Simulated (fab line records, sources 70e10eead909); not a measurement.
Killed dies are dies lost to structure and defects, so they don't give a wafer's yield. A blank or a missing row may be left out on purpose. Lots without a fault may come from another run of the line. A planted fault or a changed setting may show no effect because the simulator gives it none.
Which tool did it? | flow nand_harc | 12 lots, 36 wafers sampled, at 1 step of a route of 1302

WHAT THE GAUGES READ, wafer by wafer
NHARC_A_SIN_REMOVE_INSPECT_04.
lot  | measured     | on                | raw_defect_count
L075 | day 20 19:20 | defect_inspect-02 | 332 458 426
L077 | day 21 01:59 | defect_inspect-01 | 443 440 501
L080 | day 22 06:04 | defect_inspect-02 | 321 328 352
L081 | day 22 22:19 | defect_inspect-01 | 506 446 447
L084 | day 24 02:44 | defect_inspect-02 | 438 452 483
L085 | day 24 16:22 | defect_inspect-02 | 366 360 362
L089 | day 25 16:20 | defect_inspect-01 | 302 308 333
L087 | day 25 19:49 | defect_inspect-01 | 355 423 347
L090 | day 27 09:57 | defect_inspect-02 | 349 397 405
L094 | day 28 05:58 | defect_inspect-01 | 349 454 374
L096 | day 28 21:26 | defect_inspect-02 | 391 353 355
L097 | day 29 16:32 | defect_inspect-01 | 436 359 336

WHICH TOOL RAN EACH LOT (tool, then ch and the chambers of the sampled wafers, then the start)
The record holds no process step before these readings.

THE ANSWER, worked out from the rows above alone
Rule: what is usual is taken from the lots themselves. Put in order of their means at a reading, lots are off if they are a third of the lots or fewer, leave a main group of 4 or more, and stand apart from it by a gap of 3 or more times the standard deviation of the main group's means; of several such gaps the widest counts. A main group whose means are all the same, to the digits that the tables above print for the reading, isn't used. A lot without any number at a reading at which 4 lots or more have one is off too. The other lots that the step has rows for count as sound.
No lot is off at any reading shown: from this, nothing can be told.

WHAT THE SIMULATOR HAD PUT IN
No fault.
